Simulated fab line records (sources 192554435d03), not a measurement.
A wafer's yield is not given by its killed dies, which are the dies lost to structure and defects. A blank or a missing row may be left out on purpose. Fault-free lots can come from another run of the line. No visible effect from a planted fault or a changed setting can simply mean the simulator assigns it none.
Struck lot and sound lot, side by side :: flow n5Finfet :: 15 out of 1938 route steps
Sound: the wafers L367.2, L367.3, L367.5. Struck: wafer L371.1; the same lot's L371.5 was not struck, so it is left out; see the end for the cause.
Per side, at each step with rows, come the tool, then ch with its chambers, and then its first start. Under that, the readings that differ: sound wafers :: struck wafers :: difference of the means :: sigmas: that difference in standard deviations of wafers without a fault.
alike: readings with means less than 2 such deviations apart, plus words and numbers identical on both sides. not compared: withheld readings, readings lacking a value on some wafer, bounds such as >300 that could conceal the same value, and numbers that have no deviation in the record and whose values overlap.
A row with sigmas, a row that says differs or no value, or rows on one side alone: a step with any of these is where the two part. Numbers that don't overlap but have no deviation are shown without sigmas and don't part them. A reading that every wafer of one side lacks parts them only if that side has two wafers or more.

first, 8 steps without rows for these wafers: N5_MIM_BOT_LITHO_HMDS_01 (time 60 s); N5_MIM_BOT_LITHO_COAT_02; N5_MIM_BOT_LITHO_EBR_04; N5_MIM_BOT_LITHO_SOFTBAKE_03 (time 90 s); N5_MIM_BOT_LITHO_EXPOSE_05 (exposes mask MIM BOT); N5_MIM_BOT_LITHO_PEB_06; N5_MIM_BOT_LITHO_DEVELOP_07 (develop time 60 s); N5_MIM_BOT_LITHO_HARDBAKE_09 (time 120 s).
N5_MIM_BOT_LITHO_CD_MEAS_08: target cd 3000 nm.
  sound on cdSem-02 ch 0, day 13 11:04; struck on cdSem-02 ch 0, day 14 02:18
  alike: cdNm
N5_MIM_BOT_LITHO_OVL_MEAS_11:
  sound on overlay-02 ch 0, day 13 11:05; struck on overlay-02 ch 0, day 14 02:20
  alike: MIM_BOT_OVL
N5_MIM_BOT_LITHO_INSPECT_12: inspects for defects (macro).
  sound on defectInspect-01 at day 13 11:07; struck on defectInspect-02 at day 14 02:21
  alike: rawDefectCount
N5_MIM_BOT_LITHO_DESCUM_10: chemistry O2, time 7.9 s.
  sound on rieDiel-04 ch 0,1,2, day 13 11:09; struck on rieDiel-04 ch 2, day 14 02:23
  alike: drypumpMotorCurrentA, oesProductAu, rfVppV, showerheadPlenumPTorr, throttleValvePct
  not compared: rfHoursCounterH
N5_MIM_BOT_ETCH_ETCH_04: etches SiNx in CF4/O2, target depth 26 nm, time 13 s.
  sound on rieDiel-04 ch 0,1,2, day 13 11:13; struck on rieDiel-04 ch 2, day 14 02:27
reading: model.etch.depthNm (nm)
sound: 26.6 26.06 26.03
struck: 22.36
difference: -3.87
sigmas: 
  alike: O2_flow_sccm, drypumpMotorCurrentA, oes_f_703_au, oesProductAu, rfVppV, showerheadPlenumPTorr, throttleValvePct
  not compared: rfHoursCounterH
N5_MIM_BOT_ETCH_ETCH_03: etches the open film in Cl2/BCl3, target depth 12 nm.
  sound on rieMetal-01 ch 0,1, day 13 11:18; struck on rieMetal-02 ch 1, day 14 02:32
  alike: drypumpMotorCurrentA, oesProductAu, throttleValvePct
  not compared: rfHoursCounterH
N5_PASSIVATION_PROBE_49:
  sound on prober-01 at day 13 20:35; struck on prober-02 at day 14 11:53
reading: killedAtOther
sound: 1 3 2
struck: 8
difference: +6
sigmas: +2
  alike: defectLimitedYield, killed_at_M0_to_M3, killed_at_M4_up, killedAtContacts, killedAtFrontEnd, killedDies, killedOpen, killedShort, sort_bin_5_function, sort_bin_6_memory, sort_bin_8_speed, sortNPass, sortYieldPct

## WHERE THEY PART
Only at N5_PASSIVATION_PROBE_49, within this record.

WHY: whatever the simulator had introduced
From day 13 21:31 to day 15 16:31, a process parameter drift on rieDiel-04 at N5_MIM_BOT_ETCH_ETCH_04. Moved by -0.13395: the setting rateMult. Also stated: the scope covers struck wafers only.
